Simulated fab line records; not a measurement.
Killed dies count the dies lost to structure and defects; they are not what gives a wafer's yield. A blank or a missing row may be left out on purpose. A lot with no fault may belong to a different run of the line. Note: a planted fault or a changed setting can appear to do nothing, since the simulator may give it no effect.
fab line records ; flow nandHarc
record: lots: 5; wafers: 15; lastDay: 31
route steps=1302 shown A_ONON_D1@424 END@1302
lots untouched by any fault: they come from a run of this same line in which no faults occurred
startH: hours from the record's opening day to when the first of the lot's shown wafers began ; waitH: hours elapsed since this lot's preceding step ; " unchanged from the row above ; L1.1+2: several wafers, shown together as one row ; - value missing, or start not given ; * or withheld: withheld ; < > ~ a bound
route shown NAME@n: a module of which the file shows steps, and the number in the route of the first ; usual: mean and standard deviation over wafers with no fault ; same: alike in all rows ; chamber/n: place in a boat ; sites: each site's reading ; _std_site: the standard deviation of these ; _edge_site: mean of outer sites minus mean of inner sites ; radiusMm: for every site, how far away it sits from the centre of the wafer ; mask NAME#n: copy n ; behind: the last tool/chamber to shape the wafer ; hold: why the lot went on hold/how many hours it stayed there/how the hold came to an end ; device: the transistor (n, p or np) that didn't switch ; end of line: the route-end tests of the same wafers ; a step with no rows: only its recipe ; killed: at the first sort, the dies lost to defects and structure; wafer yield is something else ; map: shows each die of a wafer: x if killed, . if not, _ if none is there
set.NAME: the setting as run; set.NAME@STEP: as run at that earlier step ; model.NAME: the simulator's own value behind a step, which no gauge read
a table for each step, a row for each wafer; lots at some steps of the route
services: a tool's chamber out of use, with start hour (startH, from the record's first day; less than 0 if before it), hours out, and reason
== steps ==
step: NHARC_A_ONON_D1_DEP_00
recipe: targetThkA: 10000; n2FlowSccm: 2750; n2oFlowSccm: 2000; nh3FlowSccm: 500; sih4FlowSccm: 210; tempC: 400
step: NHARC_A_ONON_D1_THK_MEAS_02
recipe: thkMeasGauge: ellipsometry
usual: thkNm: 1001/8.9
lot.wafer;tool;chamber;startH;waitH;thkNm
L721.2;filmMetro-02;-;164.48;-;987
L721.5;filmMetro-02;-;164.48;-;986
L721.6;filmMetro-02;-;164.48;-;986
L730.1;filmMetro-02;-;257.93;-;1018
L730.5;filmMetro-02;-;257.93;-;1017
L730.6;filmMetro-02;-;257.93;-;1017
L733.1;filmMetro-01;-;293.60;-;994
L733.3;filmMetro-01;-;293.60;-;994
L733.5;filmMetro-01;-;293.60;-;995
L735.1;filmMetro-02;-;307.95;-;1012
L735.2;filmMetro-02;-;307.95;-;1014
L735.6;filmMetro-02;-;307.95;-;1015
L739.1;filmMetro-02;-;350.67;-;996
L739.4;filmMetro-02;-;350.67;-;998
L739.5;filmMetro-02;-;350.67;-;999
step: NHARC_A_ONON_D1_DEP_03
recipe: targetThkA: 10000; n2FlowSccm: 2750; n2oFlowSccm: 2000; nh3FlowSccm: 500; sih4FlowSccm: 210; tempC: 400
step: NHARC_A_ONON_D1_THK_MEAS_05
recipe: thkMeasGauge: ellipsometry
usual: thkNm: 998/9.2
lot.wafer;tool;chamber;startH;waitH;thkNm
L721.2;filmMetro-02;-;165.04;-;996
L721.5;filmMetro-02;-;165.04;-;998
L721.6;filmMetro-02;-;165.04;-;999
L730.1;filmMetro-02;-;258.50;-;1007
L730.5;filmMetro-02;-;258.50;-;1008
L730.6;filmMetro-02;-;258.50;-;1005
L733.1;filmMetro-01;-;294.17;-;997
L733.3;filmMetro-01;-;294.17;-;995
L733.5;filmMetro-01;-;294.17;-;994
L735.1;filmMetro-02;-;308.52;-;994
L735.2;filmMetro-02;-;308.52;-;994
L735.6;filmMetro-02;-;308.52;-;996
L739.1;filmMetro-01;-;351.23;-;990
L739.4;filmMetro-01;-;351.23;-;992
L739.5;filmMetro-01;-;351.23;-;991
step: NHARC_A_ONON_D1_DEP_06
recipe: targetThkA: 10000; n2FlowSccm: 2750; n2oFlowSccm: 2000; nh3FlowSccm: 500; sih4FlowSccm: 210; tempC: 400
step: NHARC_A_ONON_D1_THK_MEAS_08
recipe: thkMeasGauge: ellipsometry
usual: thkNm: 1001/12
lot.wafer;tool;chamber;startH;waitH;thkNm
L721.2;filmMetro-01;-;165.61;-;994
L721.5;filmMetro-01;-;165.61;-;994
L721.6;filmMetro-01;-;165.61;-;992
L730.1;filmMetro-01;-;259.06;-;999
L730.5;filmMetro-01;-;259.06;-;997
L730.6;filmMetro-01;-;259.06;-;998
L733.1;filmMetro-02;-;294.73;-;1004
L733.3;filmMetro-02;-;294.73;-;1004
L733.5;filmMetro-02;-;294.73;-;1003
L735.1;filmMetro-01;-;309.09;-;1019
L735.2;filmMetro-01;-;309.09;-;1019
L735.6;filmMetro-01;-;309.09;-;1019
L739.1;filmMetro-01;-;351.79;-;1002
L739.4;filmMetro-01;-;351.79;-;1002
L739.5;filmMetro-01;-;351.79;-;1002
step: NHARC_A_ONON_D1_DEP_09
recipe: targetThkA: 10000; n2FlowSccm: 2750; n2oFlowSccm: 2000; nh3FlowSccm: 500; sih4FlowSccm: 210; tempC: 400
step: NHARC_A_ONON_D1_THK_MEAS_11
recipe: thkMeasGauge: ellipsometry
usual: thkNm: 994/9.3
lot.wafer;tool;chamber;startH;waitH;thkNm
L721.2;filmMetro-01;-;166.18;-;991
L721.5;filmMetro-01;-;166.18;-;989
L721.6;filmMetro-01;-;166.18;-;989
L730.1;filmMetro-02;-;259.63;-;985
L730.5;filmMetro-02;-;259.63;-;987
L730.6;filmMetro-02;-;259.63;-;985
L733.1;filmMetro-02;-;295.30;-;1011
L733.3;filmMetro-02;-;295.30;-;1011
L733.5;filmMetro-02;-;295.30;-;1012
L735.1;filmMetro-01;-;309.65;-;992
L735.2;filmMetro-01;-;309.65;-;993
L735.6;filmMetro-01;-;309.65;-;992
L739.1;filmMetro-01;-;352.39;-;1005
L739.4;filmMetro-01;-;352.39;-;1005
L739.5;filmMetro-01;-;352.39;-;1007
step: NHARC_A_ONON_D1_DEP_12
recipe: targetThkA: 10000; n2FlowSccm: 2750; n2oFlowSccm: 2000; nh3FlowSccm: 500; sih4FlowSccm: 210; tempC: 400
step: NHARC_A_ONON_D1_THK_MEAS_14
recipe: thkMeasGauge: ellipsometry
usual: thkNm: 1001/13
lot.wafer;tool;chamber;startH;waitH;thkNm
L721.2;filmMetro-02;-;166.73;-;1003
L721.5;filmMetro-02;-;166.73;-;1004
L721.6;filmMetro-02;-;166.73;-;1003
L730.1;filmMetro-02;-;260.20;-;969
L730.5;filmMetro-02;-;260.20;-;969
L730.6;filmMetro-02;-;260.20;-;969
L733.1;filmMetro-02;-;295.86;-;989
L733.3;filmMetro-02;-;295.86;-;990
L733.5;filmMetro-02;-;295.86;-;990
L735.1;filmMetro-02;-;310.23;-;995
L735.2;filmMetro-02;-;310.23;-;994
L735.6;filmMetro-02;-;310.23;-;996
L739.1;filmMetro-02;-;352.95;-;988
L739.4;filmMetro-02;-;352.95;-;987
L739.5;filmMetro-02;-;352.95;-;987
step: NHARC_A_ONON_D1_ANNEAL_15
recipe: tempC: 750; timeS: 3600
step: NHARC_A_ONON_D1_DEP_16
recipe: targetThkA: 10000; n2FlowSccm: 2750; n2oFlowSccm: 2000; nh3FlowSccm: 500; sih4FlowSccm: 210; tempC: 400
usual: n2FlowSccm: 2750/9.1
lot.wafer;tool;chamber;startH;waitH;n2FlowSccm
L721.2;pecvdOnon-02;0;177.38;0.1;2750
L721.5;pecvdOnon-02;0;177.38;0.1;2762
L721.6;pecvdOnon-02;0;177.38;0.1;2760
L730.1;pecvdOnon-01;0;267.52;0.1;2750
L730.5;pecvdOnon-01;0;267.52;0.1;2749
L730.6;pecvdOnon-01;0;267.52;0.1;2750
L733.1;pecvdOnon-03;0;303.43;0.1;2746
L733.3;pecvdOnon-03;0;303.43;0.1;2751
L733.5;pecvdOnon-03;0;303.43;0.1;2752
L735.1;pecvdOnon-01;0;317.73;0.1;2759
L735.2;pecvdOnon-01;0;317.73;0.1;2753
L735.6;pecvdOnon-01;0;317.73;0.1;2735
L739.1;pecvdOnon-02;0;363.56;0.1;2751
L739.4;pecvdOnon-02;0;363.56;0.1;2742
L739.5;pecvdOnon-02;0;363.56;0.1;2743
step: NHARC_A_ONON_D1_THK_MEAS_18
recipe: thkMeasGauge: ellipsometry
usual: thkNm: 994/8.8
lot.wafer;tool;chamber;startH;waitH;thkNm
L721.2;filmMetro-01;-;177.83;-;1000
L721.5;filmMetro-01;-;177.83;-;1000
L721.6;filmMetro-01;-;177.83;-;999
L730.1;filmMetro-01;-;268.03;-;988
L730.5;filmMetro-01;-;268.03;-;988
L730.6;filmMetro-01;-;268.03;-;985
L733.1;filmMetro-01;-;303.93;-;1005
L733.3;filmMetro-01;-;303.93;-;1006
L733.5;filmMetro-01;-;303.93;-;1009
L735.1;filmMetro-02;-;318.24;-;737
L735.2;filmMetro-02;-;318.24;-;1005
L735.6;filmMetro-02;-;318.24;-;738
L739.1;filmMetro-01;-;364.07;-;999
L739.4;filmMetro-01;-;364.07;-;999
L739.5;filmMetro-01;-;364.07;-;999
step: NHARC_A_ONON_D1_DEP_19
recipe: targetThkA: 10000; n2FlowSccm: 2750; n2oFlowSccm: 2000; nh3FlowSccm: 500; sih4FlowSccm: 210; tempC: 400
step: NHARC_END_SORT_01
recipe: tempC: 25
usual: killedAtArray: 58/19; killedAtOther: 1.1/1.2; killedAtPeriphery: 3.8/2.4; killedDies: 63/18; killedOpen: 3.3/1.8; killedShort: 2.2/1.6
same: grossDies: 677
lot.wafer;tool;chamber;startH;waitH;killedAtArray;killedAtOther;killedAtPeriphery;killedDies;killedOpen;killedShort
L735.1;prober-01;0;704.53;2.5;78;1;4;83;1;2
L735.6;prober-01;0;708.45;3.9;75;0;5;80;5;1
killed by level:class
L735.1 A_CHANNEL_HOLE_D1:chamberFilmFlake=33 A_SLIT:chamberFilmFlake=29 A_STAIRCASE:chamberFilmFlake=4 A_ONON_D1:areaDep=3 P_GATE:chamberFilmFlake=2 A_M1:chamberFilmFlake=2 A_WL_FILL:chamberFilmFlake=2 A_CONTACT:chamberFilmFlake=2
L735.6 A_SLIT:chamberFilmFlake=35 A_CHANNEL_HOLE_D1:chamberFilmFlake=25 A_STAIRCASE:chamberFilmFlake=4 A_ONON_D1:areaDep=4 A_CONTACT:chamberFilmFlake=3 P_M0:geometricParticle:open=2 P_BONDPAD:chamberFilmFlake=2 P_CONTACT:geometricParticle:open=1
== services ==
tool;chamber;startH;hours;kind
pecvdOnon-02;-;185.00;13.0;pm
pecvdOnon-03;-;227.00;13.0;pm
pecvdOnon-01;-;269.01;13.0;pm
== key ==
firstSign: step: NHARC_A_ONON_D1_THK_MEAS_18; reading: thkNm; direction: down; sigmas: 29; usual: 994; struck: 738
effect none on later readings
metAt NHARC_A_ONON_D1_DEP_16
struckWafers L735.1,L735.6
testerLeftOut L735
onsetBetween 267.52 317.73
fault: kind: processParameterDrift; tool: pecvdOnon-01; chamber: -; onsetH: 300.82; steps: NHARC_A_ONON_D1_DEP_16; channel: targetThkA; offset: *; shape: step; endH: 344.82; scope: struckWafersOnly; actsIn: *; stated: *
testerLeftOut: of these lots the tester's yield and bins aren't shown, on N5 and GAA mostly nor the transistor test; their killed dies are dies lost to structure and defects alone, not to doping, threshold or leakage, so they don't give the yield
